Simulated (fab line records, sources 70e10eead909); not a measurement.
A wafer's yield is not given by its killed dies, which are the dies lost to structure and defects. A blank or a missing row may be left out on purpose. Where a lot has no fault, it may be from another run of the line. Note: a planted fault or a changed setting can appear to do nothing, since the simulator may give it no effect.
A single fault, viewed from 3 desks + flow nand-harc + every desk sees just its own numbers, and what lay behind them comes last

THE DEFECT DESK
For each lot, the counts of the inspections along the route, averaged over the sampled wafers that have a number. Marked OUT: a lot whose mean sits more than 4 standard deviations from the usual mean, which makes it out of limits; the brackets give that distance.
Columns: A = raw-defect-count at NHARC_P_GATE_INSPECT_28, usual 6; B = raw-defect-count at NHARC_P_GATE_INSPECT_68, usual 199
| lot  | first seen here | A                     | B              |
|------|-----------------|-----------------------|----------------|
| L427 | day 4 17:23     | 7                     | 188            |
| L430 | day 5 11:35     | 7                     | 163            |
| L428 | day 5 12:14     | 9                     | 222            |
| L432 | day 5 23:05     | 310 (+98) OUT         | 497 (+4.0) OUT |
| L431 | day 5 23:56     | 323 (+99 or more) OUT | 510 (+4.2) OUT |
| L441 | day 8 17:08     | 5                     | 157            |
| L442 | day 8 17:22     | 4                     | 242            |
| L443 | day 9 00:11     | 6                     | 195            |
| L445 | day 9 05:28     | 7                     | 220            |
| L444 | day 9 05:37     | 7                     | 268            |
| L446 | day 9 20:27     | 13                    | 110            |
| L447 | day 9 20:36     | 7                     | 135            |
| L449 | day 10 11:47    | 8                     | 177            |
This desk finds L431, L432 out of limits, L432 being first, at day 5 23:05 (raw-defect-count at NHARC_P_GATE_INSPECT_28). In limits: L427, L430, L428, L441, L442, L443, L445, L444, L446, L447, L449.

FOR THE TOOL OWNER'S DESK: furnace-03
The tool's own readings at NHARC_P_GATE_OXIDE_02 (material SiO2, target thk 37.5 nm, ox time 365 s): means of the sampled wafers that have a number, for each lot that ran on this tool. Marked OUT: a lot whose mean sits more than 4 standard deviations from the usual mean, which makes it out of limits; the brackets give that distance.
Columns: A = spike-tc-lower-C at NHARC_P_GATE_OXIDE_02, usual 949.8 C; B = spike-tc-top-C at NHARC_P_GATE_OXIDE_02, usual 959.9 C
| lot  | first seen here | A     | B     |
|------|-----------------|-------|-------|
| L428 | day 4 16:13     | 949.6 | 958.2 |
| L430 | day 4 16:13     | 949.2 | 957.6 |
| L431 | day 5 03:07     | 949.5 | 957.7 |
| L432 | day 5 03:07     | 949.6 | 957.4 |
| L444 | day 8 10:41     | 949.9 | 958.1 |
| L445 | day 8 10:41     | 950.4 | 958.8 |
| L449 | day 9 16:26     | 950.1 | 957.7 |
This desk found nothing out of limits on any of the 7 lots.

AT THE METROLOGY DESK
What the gauges read for every lot (on any tool): the sampled wafers with a number, averaged. Marked OUT: a lot whose mean sits more than 4 standard deviations from the usual mean, which makes it out of limits; the brackets give that distance.
Columns: A = cd-nm at NHARC_P_M1_CD_MEAS_16, usual 130.2 nm
| lot  | first seen here | A     |
|------|-----------------|-------|
| L427 | day 6 03:53     | 129.7 |
| L430 | day 6 22:03     | 130.4 |
| L428 | day 7 01:42     | 129.4 |
| L432 | day 7 04:49     | 130.9 |
| L431 | day 7 05:35     | 130.3 |
| L441 | day 10 03:00    | 129.9 |
| L442 | day 10 03:34    | 130.4 |
| L443 | day 10 09:59    | 130.1 |
| L445 | day 10 10:20    | 131.0 |
| L444 | day 10 10:40    | 130.4 |
| L446 | day 11 01:18    | 130.7 |
| L447 | day 11 03:41    | 130.5 |
| L449 | day 11 20:05    | 130.4 |
This desk found nothing out of limits on any of the 13 lots.

TAKEN TOGETHER
The defect desk could have raised an alarm at day 5 23:05, on L431, L432.
The tool owner's desk saw nothing out of limits.
Nothing out of limits was seen by the metrology desk.
On record at the tool owner's desk: L431, L432, within its limits.
The metrology desk holds a record of L431, L432, inside its limits.
On furnace-03, each named lot ran NHARC_P_GATE_OXIDE_02.

WHAT HAD BEEN PUT IN BY THE SIMULATOR
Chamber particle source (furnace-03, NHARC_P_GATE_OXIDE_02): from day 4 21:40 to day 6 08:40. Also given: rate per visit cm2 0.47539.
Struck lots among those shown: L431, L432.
Hours from the fault's start to each desk's first reading out of limits: the defect desk, 25.
